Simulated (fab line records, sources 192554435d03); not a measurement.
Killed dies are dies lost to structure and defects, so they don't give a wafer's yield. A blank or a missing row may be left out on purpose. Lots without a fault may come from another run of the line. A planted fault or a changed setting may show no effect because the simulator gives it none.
A struck lot beside a sound one | flow n5_finfet | 16 steps out of a route of 1938
Sound: wafers L939.2, L939.3, L939.6. Struck: wafer L935.6. (L935.5 of the same lot was not struck and is left out.) The cause comes at the end.
At each step with rows: each side's tool, then ch and its chambers, then its first start. Under that, the readings that differ: sound wafers | struck wafers | difference of the means | sigmas: that difference in standard deviations of wafers without a fault.
alike: readings whose means differ by less than 2 such deviations, and words and numbers that are the same on both sides. not compared: withheld readings, readings that some wafer has no value for, bounds like >300 that may hide the same value, and numbers for which the record gives no deviation and whose values overlap.
The two part at a step that has a row with sigmas, a row that says differs or no value, or rows on one side only. Numbers that don't overlap but have no deviation are shown without sigmas and don't part them. A reading that every wafer of one side lacks parts them only if that side has two wafers or more.

first, 1 step without rows for these wafers: N5_BEOL_M1_DEVELOP_27 (develop time 30 s).
N5_BEOL_M1_CD_MEAS_28: target cd y 23.3 nm.
  sound on cd_sem-03 ch 0, day 8 01:27; struck on cd_sem-02 ch 0, day 6 19:43
  alike: cd_nm
N5_BEOL_M1_OVL_MEAS_29:
  sound on overlay-02 ch 0, day 8 01:29; struck on overlay-02 ch 0, day 6 19:45
  alike: V0_OVL
N5_BEOL_M1_INSPECT_30: inspects for defects (brightfield).
  sound on defect_inspect-02, day 8 01:32; struck on defect_inspect-01, day 6 19:47
  alike: raw_defect_count
N5_BEOL_M1_DESCUM_33: chemistry O2, time 7 s.
  sound on rie_diel-01 ch 1,3, day 8 01:34; struck on rie_diel-04 ch 2, day 6 19:50
  reading                         | sound          | struck | difference | sigmas
  showerhead_plenum_p_Torr (Torr) | 2.19 2.09 2.09 | 2.00   | -0.12      | -2
  alike: chamber_pressure_mTorr, drypump_motor_current_A, oes_product_au, rf_fwd_power_W, rf_vpp_V, throttle_valve_pct
  not compared: rf_hours_counter_h
N5_BEOL_M1_ETCH_77: etches underlayer in N2/H2, target depth 6.5 nm, time 5.2 s.
  sound on rie_diel-01 ch 1,3, day 8 01:36; struck on rie_diel-04 ch 2, day 6 19:52
  reading                         | sound          | struck | difference | sigmas
  showerhead_plenum_p_Torr (Torr) | 2.65 2.58 2.58 | 2.44   | -0.16      | -2
  alike: chamber_pressure_mTorr, drypump_motor_current_A, etch_rf_on_time_s, oes_product_au, rf_fwd_power_W, rf_vpp_V, throttle_valve_pct
  not compared: rf_hours_counter_h
N5_BEOL_M1_ETCH_69: etches SiARC in CF4, target depth 15.6 nm, time 26 s.
  sound on rie_diel-01 ch 1,3, day 8 01:37; struck on rie_diel-04 ch 2, day 6 19:54
  reading                         | sound               | struck | difference | sigmas
  mfc_ar_sccm (sccm)              | 99.87 100.52 100.32 | 99.61  | -0.63      | -2
  rf_vpp_V (V)                    | 184.6 185.7 184.7   | 182.5  | -2.5       | -2
  showerhead_plenum_p_Torr (Torr) | 2.23 2.17 2.17      | 2.05   | -0.14      | -2
  alike: chamber_pressure_mTorr, drypump_motor_current_A, etch_rf_on_time_s, oes_product_au, rf_fwd_power_W, throttle_valve_pct
  not compared: rf_hours_counter_h
N5_BEOL_M1_ALD_98: deposits SiO2, target thk 2.5 nm, pulse time 1 s, co reactant pulse time 1 s.
  sound on ald_sin-04 ch 1,2,3, day 8 01:42; struck on ald_sin-02 ch 1, day 6 20:02
  alike: heater_power_w, precursor_pulse_height_rel, susceptor_temp_C
then, 1 step without rows for these wafers: N5_BEOL_M1_ETCHBACK_99 (etches SiO2 in CHF3, target depth 5 nm, time 10.4 s).
N5_BEOL_M1_ETCH_70: etches SOC in N2/H2, target depth 80 nm, overetch 16 nm, time 120 s.
  sound on rie_diel-06 ch 0,1, day 8 15:49; struck on rie_diel-04 ch 0, day 6 22:05
  reading                         | sound          | struck | difference | sigmas
  showerhead_plenum_p_Torr (Torr) | 2.42 2.48 2.48 | 2.64   | +0.18      | +2
  alike: chamber_pressure_mTorr, drypump_motor_current_A, oes_product_au, rf_fwd_power_W, rf_vpp_V, run_length_s, throttle_valve_pct
  not compared: rf_hours_counter_h
then, 2 steps without rows for these wafers: N5_BEOL_M1_STRIP_71 (strips in N2/H2); N5_BEOL_M1_STRIP_78 (strips in N2/H2).
N5_BEOL_M1_VIA_ETCH_34: etches the open film in C4F6/O2, target depth 67.8 nm, time 64.4 s.
  sound on rie_diel-06 ch 0,1, day 8 15:55; struck on rie_diel-04 ch 0, day 6 22:10
  reading                                  | sound            | struck | difference | sigmas
  run_length_s (s)                         | 87.5 87.3 87.2   | 73.8   | -13.5      | -38
  showerhead_plenum_p_Torr (Torr)          | 2.71 2.78 2.78   | 2.94   | +0.18      | +2
  model.etch.depth_nm (nm)                 | 66.3 68.27 67.65 | 51.68  | -15.73     |
  model.SOC_of_BEOL_M1_COAT_67.thk_nm (nm) | 52.2 52.2 52.4   | 54     | +2         |
  alike: chamber_pressure_mTorr, drypump_motor_current_A, mfc_ar_sccm, oes_product_au, rf_vpp_V, throttle_valve_pct
  not compared: rf_fwd_power_W, rf_hours_counter_h
then, 1 step without rows for these wafers: N5_BEOL_M1_STRIP_83 (strips in C4F6/O2).
-- the record jumps here: 3 days lie between the struck wafers' starts before and after (it left off in module BEOL_M1 and takes up again in module BEOL_M4, whose first step shown is number 1111 of the route) --
N5_BEOL_M4_RC_MEAS_101:
  sound on prober-01 ch 0, day 10 20:04; struck on prober-02 ch 0, day 9 11:29
  alike: DIBL_N, DIBL_P, IOFF_N, IOFF_P, ION_N, ION_P, SS_N, SS_P, VT_N, VT_P
-- the record jumps here: 4 days lie between the struck wafers' starts before and after (it left off in module BEOL_M4 and takes up again in module PASSIVATION, whose first step shown is number 1936 of the route) --
N5_PASSIVATION_PROBE_49:
  sound on prober-02, day 15 10:52; struck on prober-02, day 13 17:13
  reading            | sound    | struck | difference | sigmas
  killed_at_contacts | 28 26 13 | 8      | -14        | -2
  killed_at_other    | 10 6 0   | 13     | +8         | +2
  alike: defect_limited_yield, killed_at_M0_to_M3, killed_at_M4_up, killed_at_front_end, killed_dies, killed_open, killed_short, sort_bin_4_leakage, sort_bin_5_function, sort_bin_6_memory, sort_bin_8_speed, sort_n_pass, sort_yield_pct

WHERE THEY PART
First at N5_BEOL_M1_DESCUM_33; last, within this record, at N5_PASSIVATION_PROBE_49.

WHY: what the simulator had put in
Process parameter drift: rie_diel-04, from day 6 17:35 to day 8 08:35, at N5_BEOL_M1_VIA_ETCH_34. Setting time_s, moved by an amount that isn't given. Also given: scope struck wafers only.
